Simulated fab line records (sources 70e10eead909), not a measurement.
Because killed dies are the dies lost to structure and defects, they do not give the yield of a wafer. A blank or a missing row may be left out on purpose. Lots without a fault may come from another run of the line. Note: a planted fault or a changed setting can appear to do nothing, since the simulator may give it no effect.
Which tool was responsible? / flow nand harc / 13 lots with 39 wafers sampled at 5 steps, on a route of 1159 steps

WHAT EACH GAUGE READ, for each wafer
NHARC_A_SGD_CUT_OVL_MEAS_10.
lot=L637; measured=day 13 16:22; on=overlay-02; overlay x nm (nm)=-0.6 -0.2 -0.3; overlay y nm (nm)=1.2 0.5 0.9
lot=L638; measured=day 14 13:36; on=overlay-01; overlay x nm (nm)=-0.9 -0.2 -0.8; overlay y nm (nm)=0.5 0.0 0.8
lot=L641; measured=day 14 15:42; on=overlay-02; overlay x nm (nm)=1.1 1.3 1.3; overlay y nm (nm)=0.3 -0.1 -0.2
lot=L642; measured=day 15 02:17; on=overlay-01; overlay x nm (nm)=-1.6 -1.2 -0.9; overlay y nm (nm)=-0.4 -0.1 -0.4
lot=L644; measured=day 16 08:32; on=overlay-01; overlay x nm (nm)=-1.2 -0.9 -1.1; overlay y nm (nm)=-0.8 -1.2 -1.2
lot=L648; measured=day 16 20:38; on=overlay-01; overlay x nm (nm)=-1.0 -0.3 -1.0; overlay y nm (nm)=0.5 -0.7 -0.6
lot=L646; measured=day 17 06:59; on=overlay-02; overlay x nm (nm)=-0.2 -0.2 -0.4; overlay y nm (nm)=1.1 0.5 1.1
lot=L649; measured=day 17 07:09; on=overlay-02; overlay x nm (nm)=-0.4 -0.4 -0.6; overlay y nm (nm)=-0.1 0.2 -0.1
lot=L654; measured=day 17 23:18; on=overlay-01; overlay x nm (nm)=0.3 0.4 0.7; overlay y nm (nm)=-0.2 -0.4 -0.5
lot=L650; measured=day 17 23:41; on=overlay-01; overlay x nm (nm)=0.1 0.0 0.2; overlay y nm (nm)=0.3 0.4 0.4
lot=L653; measured=day 18 01:49; on=overlay-02; overlay x nm (nm)=0.6 0.8 0.7; overlay y nm (nm)=0.3 0.8 0.4
lot=L657; measured=day 19 01:38; on=overlay-01; overlay x nm (nm)=0.1 -0.4 0.8; overlay y nm (nm)=1.1 0.7 1.1
lot=L659; measured=day 19 13:04; on=overlay-02; overlay x nm (nm)=0.0 -0.1 -0.1; overlay y nm (nm)=0.7 0.9 0.5

NHARC_END_SORT_01.
lot=L654; measured=day 23 04:33; on=prober-02; killed at array=671 669 672; killed at other=0 0 0; killed at periphery=6 8 5; killed dies=677 677 677; killed open=4 2 5; killed short=2 1 3
lot=L650; measured=day 23 04:35; on=prober-01; killed at array=677 675 676; killed at other=0 1 1; killed at periphery=0 1 0; killed dies=677 677 677; killed open=3 2 0; killed short=2 0 3

WHICH TOOL RAN EACH LOT (tool, then ch and the chambers of the sampled wafers, then the start)
lot=L637; NHARC_A_SGD_CUT_ETCHBACK_24=rie diel-06 ch 0,1,3, day 13 22:10; NHARC_A_SLIT_DEP_25=pecvd-03 ch 1,2, day 13 22:31; NHARC_A_SLIT_DEP_00=acl dep-03 ch 0, day 14 01:28
lot=L638; NHARC_A_SGD_CUT_ETCHBACK_24=rie diel-09 ch 0,1, day 14 19:37; NHARC_A_SLIT_DEP_25=pecvd-03 ch 0,2, day 14 19:55; NHARC_A_SLIT_DEP_00=acl dep-03 ch 0, day 14 20:55
lot=L641; NHARC_A_SGD_CUT_ETCHBACK_24=rie diel-06 ch 1,2, day 14 19:39; NHARC_A_SLIT_DEP_25=pecvd-01 ch 1,2, day 14 19:58; NHARC_A_SLIT_DEP_00=acl dep-02 ch 0, day 14 20:18
lot=L642; NHARC_A_SGD_CUT_ETCHBACK_24=rie diel-06 ch 1,2,3, day 15 09:23; NHARC_A_SLIT_DEP_25=pecvd-01 ch 0,1, day 15 09:46; NHARC_A_SLIT_DEP_00=acl dep-03 ch 0, day 15 10:44
lot=L644; NHARC_A_SGD_CUT_ETCHBACK_24=rie diel-06 ch 0,1,3, day 16 15:02; NHARC_A_SLIT_DEP_25=pecvd-03 ch 0,1,2, day 16 15:22; NHARC_A_SLIT_DEP_00=acl dep-01 ch 0, day 16 15:59
lot=L648; NHARC_A_SGD_CUT_ETCHBACK_24=rie diel-11 ch 0,1,2, day 17 03:03; NHARC_A_SLIT_DEP_25=pecvd-02 ch 0,1,2, day 17 03:22; NHARC_A_SLIT_DEP_00=acl dep-01 ch 0, day 17 04:03
lot=L646; NHARC_A_SGD_CUT_ETCHBACK_24=rie diel-11 ch 1,3, day 17 14:28; NHARC_A_SLIT_DEP_25=pecvd-02 ch 0,2, day 17 14:50; NHARC_A_SLIT_DEP_00=acl dep-03 ch 0, day 17 15:40
lot=L649; NHARC_A_SGD_CUT_ETCHBACK_24=rie diel-09 ch 0,2,3, day 17 14:29; NHARC_A_SLIT_DEP_25=pecvd-03 ch 0,1,2, day 17 14:46; NHARC_A_SLIT_DEP_00=acl dep-01 ch 0, day 17 15:07
lot=L654; NHARC_A_SGD_CUT_ETCHBACK_24=rie diel-06 ch 0,1,2, day 18 07:00; NHARC_A_SLIT_DEP_25=-; NHARC_A_SLIT_DEP_00=-
lot=L650; NHARC_A_SGD_CUT_ETCHBACK_24=rie diel-09 ch 1,2, day 18 07:00; NHARC_A_SLIT_DEP_25=-; NHARC_A_SLIT_DEP_00=-
lot=L653; NHARC_A_SGD_CUT_ETCHBACK_24=rie diel-09 ch 0,1,2, day 18 07:20; NHARC_A_SLIT_DEP_25=pecvd-01 ch 1,2, day 18 07:44; NHARC_A_SLIT_DEP_00=acl dep-02 ch 0, day 18 11:22
lot=L657; NHARC_A_SGD_CUT_ETCHBACK_24=rie diel-06 ch 0,2,3, day 19 08:12; NHARC_A_SLIT_DEP_25=pecvd-01 ch 0,1,2, day 19 08:31; NHARC_A_SLIT_DEP_00=acl dep-01 ch 0, day 19 09:16
lot=L659; NHARC_A_SGD_CUT_ETCHBACK_24=rie diel-09 ch 1,2, day 19 19:01; NHARC_A_SLIT_DEP_25=pecvd-02 ch 0,2, day 19 19:37; NHARC_A_SLIT_DEP_00=acl dep-01 ch 0, day 19 20:20
- NHARC_A_SGD_CUT_ETCHBACK_24: etches the open film in CH3F/O2, target depth 50 nm, time 92.857 s.
- NHARC_A_SLIT_DEP_25: deposits SiO2, target thk 200 nm.
- NHARC_A_SLIT_DEP_00: deposits aC, target thk 3200 nm.

WHAT THE TOOLS THEMSELVES READ (means of the sampled wafers that have a number; where no wafer has one, the mark that the record gives instead)
NHARC_A_SGD_CUT_ETCHBACK_24.
lot=L637; tool=rie diel-06; bias w (W)=99.8; ch3f flow sccm (sccm)=50.02; drypump motor current A (A)=5.47; oes product au (a.u.)=0.92; rf fwd power W (W)=498.1; rf vpp V (V)=246.0; showerhead plenum p Torr (Torr)=2.59; throttle valve pct (%)=20.667
lot=L638; tool=rie diel-09; bias w (W)=100.1; ch3f flow sccm (sccm)=50.12; drypump motor current A (A)=5.49; oes product au (a.u.)=1.00; rf fwd power W (W)=496.2; rf vpp V (V)=245.3; showerhead plenum p Torr (Torr)=2.54; throttle valve pct (%)=20.676
lot=L641; tool=rie diel-06; bias w (W)=100.1; ch3f flow sccm (sccm)=50.07; drypump motor current A (A)=5.52; oes product au (a.u.)=1.00; rf fwd power W (W)=495.6; rf vpp V (V)=245.6; showerhead plenum p Torr (Torr)=2.49; throttle valve pct (%)=20.665
lot=L642; tool=rie diel-06; bias w (W)=99.9; ch3f flow sccm (sccm)=49.95; drypump motor current A (A)=5.53; oes product au (a.u.)=0.92; rf fwd power W (W)=496.5; rf vpp V (V)=245.8; showerhead plenum p Torr (Torr)=2.55; throttle valve pct (%)=20.670
lot=L644; tool=rie diel-06; bias w (W)=100.1; ch3f flow sccm (sccm)=49.96; drypump motor current A (A)=5.48; oes product au (a.u.)=0.92; rf fwd power W (W)=496.2; rf vpp V (V)=246.5; showerhead plenum p Torr (Torr)=2.59; throttle valve pct (%)=20.671
lot=L648; tool=rie diel-11; bias w (W)=99.9; ch3f flow sccm (sccm)=49.89; drypump motor current A (A)=5.47; oes product au (a.u.)=0.99; rf fwd power W (W)=497.8; rf vpp V (V)=243.6; showerhead plenum p Torr (Torr)=2.37; throttle valve pct (%)=20.664
lot=L646; tool=rie diel-11; bias w (W)=100.0; ch3f flow sccm (sccm)=50.05; drypump motor current A (A)=5.62; oes product au (a.u.)=1.00; rf fwd power W (W)=498.2; rf vpp V (V)=244.2; showerhead plenum p Torr (Torr)=2.42; throttle valve pct (%)=20.668
lot=L649; tool=rie diel-09; bias w (W)=99.9; ch3f flow sccm (sccm)=49.97; drypump motor current A (A)=5.57; oes product au (a.u.)=1.00; rf fwd power W (W)=497.6; rf vpp V (V)=243.4; showerhead plenum p Torr (Torr)=2.38; throttle valve pct (%)=20.664
lot=L654; tool=rie diel-06; bias w (W)=-; ch3f flow sccm (sccm)=-; drypump motor current A (A)=-; oes product au (a.u.)=-; rf fwd power W (W)=-; rf vpp V (V)=-; showerhead plenum p Torr (Torr)=-; throttle valve pct (%)=-
lot=L650; tool=rie diel-09; bias w (W)=-; ch3f flow sccm (sccm)=-; drypump motor current A (A)=-; oes product au (a.u.)=-; rf fwd power W (W)=-; rf vpp V (V)=-; showerhead plenum p Torr (Torr)=-; throttle valve pct (%)=-
lot=L653; tool=rie diel-09; bias w (W)=99.9; ch3f flow sccm (sccm)=50.14; drypump motor current A (A)=5.67; oes product au (a.u.)=0.96; rf fwd power W (W)=495.0; rf vpp V (V)=244.2; showerhead plenum p Torr (Torr)=2.47; throttle valve pct (%)=20.668
lot=L657; tool=rie diel-06; bias w (W)=100.3; ch3f flow sccm (sccm)=50.01; drypump motor current A (A)=5.29; oes product au (a.u.)=0.92; rf fwd power W (W)=496.8; rf vpp V (V)=244.8; showerhead plenum p Torr (Torr)=2.51; throttle valve pct (%)=20.662
lot=L659; tool=rie diel-09; bias w (W)=99.9; ch3f flow sccm (sccm)=50.08; drypump motor current A (A)=5.77; oes product au (a.u.)=1.00; rf fwd power W (W)=495.4; rf vpp V (V)=244.9; showerhead plenum p Torr (Torr)=2.51; throttle valve pct (%)=20.670

NHARC_A_SLIT_DEP_25.
lot=L637; tool=pecvd-03; heater power w (W)=606; rf fwd power W (W)=896.1; throttle valve pct (%)=16.0
lot=L638; tool=pecvd-03; heater power w (W)=635; rf fwd power W (W)=896.8; throttle valve pct (%)=16.1
lot=L641; tool=pecvd-01; heater power w (W)=571; rf fwd power W (W)=899.3; throttle valve pct (%)=16.4
lot=L642; tool=pecvd-01; heater power w (W)=577; rf fwd power W (W)=895.5; throttle valve pct (%)=15.7
lot=L644; tool=pecvd-03; heater power w (W)=612; rf fwd power W (W)=897.5; throttle valve pct (%)=16.1
lot=L648; tool=pecvd-02; heater power w (W)=565; rf fwd power W (W)=899.0; throttle valve pct (%)=16.1
lot=L646; tool=pecvd-02; heater power w (W)=696; rf fwd power W (W)=899.2; throttle valve pct (%)=16.2
lot=L649; tool=pecvd-03; heater power w (W)=608; rf fwd power W (W)=898.7; throttle valve pct (%)=16.0
lot=L653; tool=pecvd-01; heater power w (W)=556; rf fwd power W (W)=898.7; throttle valve pct (%)=16.4
lot=L657; tool=pecvd-01; heater power w (W)=566; rf fwd power W (W)=900.3; throttle valve pct (%)=16.2
lot=L659; tool=pecvd-02; heater power w (W)=593; rf fwd power W (W)=895.5; throttle valve pct (%)=16.3

NHARC_A_SLIT_DEP_00.
lot=L637; tool=acl dep-03; throttle valve pct (%)=35.007
lot=L638; tool=acl dep-03; throttle valve pct (%)=35.008
lot=L641; tool=acl dep-02; throttle valve pct (%)=35.006
lot=L642; tool=acl dep-03; throttle valve pct (%)=35.007
lot=L644; tool=acl dep-01; throttle valve pct (%)=35.008
lot=L648; tool=acl dep-01; throttle valve pct (%)=34.998
lot=L646; tool=acl dep-03; throttle valve pct (%)=35.001
lot=L649; tool=acl dep-01; throttle valve pct (%)=34.999
lot=L653; tool=acl dep-02; throttle valve pct (%)=35.010
lot=L657; tool=acl dep-01; throttle valve pct (%)=35.000
lot=L659; tool=acl dep-01; throttle valve pct (%)=35.002

THE ANSWER, worked out from the rows above alone
Rule: usual is defined by the lots themselves. Put in order of their means at a reading, lots are off if they are a third of the lots or fewer, leave a main group of 4 or more, and stand apart from it by a gap of 3 or more times the standard deviation of the main group's means; of several such gaps the widest counts. If all means in a main group match to the digits the tables above print for the reading, that group is not used. Also off: a lot with no number at a reading for which 4 or more lots have one. The other lots that the step has rows for count as sound. The gauges are gone through in route order, then the tools' own readings, and for those a lot's mean is taken as printed above. The first step at which some lot is off is used, and at that step the reading that is off furthest; a lot without a number counts as furthest.
Off, at NHARC_A_SGD_CUT_ETCHBACK_24 on bias w: L654, L650. Without a number there: L654, L650. Mean 100.0 W and standard deviation 0.14 in the main group.
If a tool, at that step or one of the process steps before it, ran each lot that is off and ran no sound lot following the first of them, it fits. None of those tried fits.

WHAT THE SIMULATOR PUT IN
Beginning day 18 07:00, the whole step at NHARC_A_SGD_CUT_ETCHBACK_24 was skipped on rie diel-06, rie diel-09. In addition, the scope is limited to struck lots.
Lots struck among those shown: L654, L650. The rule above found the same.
